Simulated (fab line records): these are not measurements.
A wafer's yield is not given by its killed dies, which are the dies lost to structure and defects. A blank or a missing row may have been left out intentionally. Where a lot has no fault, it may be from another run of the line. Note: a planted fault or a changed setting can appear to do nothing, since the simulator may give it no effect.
Matching of chambers :: flow nand_harc :: NHARC_A_WL_FILL_ALD_00 on ald_hk-02: 4 sister chambers
The step deposits Al2O3, target thk 3 nm, pulse time 3 s, ald cycles 30. 14 wafers are shown with their chamber, then 7 later ones without.

## WAFERS, EACH WITH ITS CHAMBER
wafer: L251.2
chamber: 2
heater_power_w (W): 465
precursor_pulse_height_rel: 0.994

wafer: L251.5
chamber: 2
heater_power_w (W): 472
precursor_pulse_height_rel: 1.002

wafer: L251.6
chamber: 1
heater_power_w (W): 501
precursor_pulse_height_rel: 0.992

wafer: L254.1
chamber: 1
heater_power_w (W): 493
precursor_pulse_height_rel: 0.999

wafer: L254.2
chamber: 0
heater_power_w (W): 527
precursor_pulse_height_rel: 1.008

wafer: L254.3
chamber: 2
heater_power_w (W): 484
precursor_pulse_height_rel: 1.020

wafer: L255.1
chamber: 0
heater_power_w (W): 526
precursor_pulse_height_rel: 0.994

wafer: L255.2
chamber: 1
heater_power_w (W): 482
precursor_pulse_height_rel: 1.039

wafer: L255.3
chamber: 2
heater_power_w (W): 480
precursor_pulse_height_rel: 1.012

wafer: L257.1
chamber: 1
heater_power_w (W): 481
precursor_pulse_height_rel: 1.004

wafer: L257.2
chamber: 2
heater_power_w (W): 483
precursor_pulse_height_rel: 0.996

wafer: L257.5
chamber: 3
heater_power_w (W): 477
precursor_pulse_height_rel: 0.980

wafer: L261.2
chamber: 0
heater_power_w (W): 527
precursor_pulse_height_rel: 0.976

wafer: L261.4
chamber: 2
heater_power_w (W): 450
precursor_pulse_height_rel: 1.005

SIGNATURES (averages over the wafers above)
reading: heater_power_w
chamber 0: 526.67
chamber 1: 489.25
chamber 2: 472.33
chamber 3: 477.00
scatter within a chamber: 10.7

reading: precursor_pulse_height_rel
chamber 0: 0.99267
chamber 1: 1.00850
chamber 2: 1.00483
chamber 3: 0.98000
scatter within a chamber: 0.0152
Rule: for each reading, subtract the chamber's mean from the wafer's reading, divide by that reading's scatter and square the result; add these up over the readings and take the root, which gives the wafer's distance from the chamber. If the next closest chamber is less than 2 further off than the closest, the wafer can't be placed; otherwise it belongs to the closest. How the scatter is found: for the shown wafers, subtract from each reading the mean of its chamber, square and add these, divide the total by (wafers less chambers), then take the root.

## WAFERS WITH NO CHAMBER GIVEN
wafer: L261.6
heater_power_w (W): 491
precursor_pulse_height_rel: 1.006

wafer: L264.2
heater_power_w (W): 532
precursor_pulse_height_rel: 0.982

wafer: L264.3
heater_power_w (W): 479
precursor_pulse_height_rel: 0.991

wafer: L264.5
heater_power_w (W): 466
precursor_pulse_height_rel: 0.996

wafer: L267.2
heater_power_w (W): 485
precursor_pulse_height_rel: 0.947

wafer: L267.3
heater_power_w (W): 534
precursor_pulse_height_rel: 0.981

wafer: L267.6
heater_power_w (W): 457
precursor_pulse_height_rel: 1.007

## EACH ONE'S CHAMBER
wafer: L261.6
from the rows above: can't be placed: 1 or 2 or 3
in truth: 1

wafer: L264.2
from the rows above: 0
in truth: 0

wafer: L264.3
from the rows above: can't be placed: 3 or 2 or 1
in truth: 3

wafer: L264.5
from the rows above: can't be placed: 2 or 3 or 1
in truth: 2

wafer: L267.2
from the rows above: can't be placed: 3 or 2 or 1
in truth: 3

wafer: L267.3
from the rows above: 0
in truth: 0

wafer: L267.6
from the rows above: can't be placed: 2 or 3 or 1
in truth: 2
Correctly placed: 2 of 7. Not placeable from these rows: 5 (in 5, the candidates include the true chamber). Placed wrongly: 0.
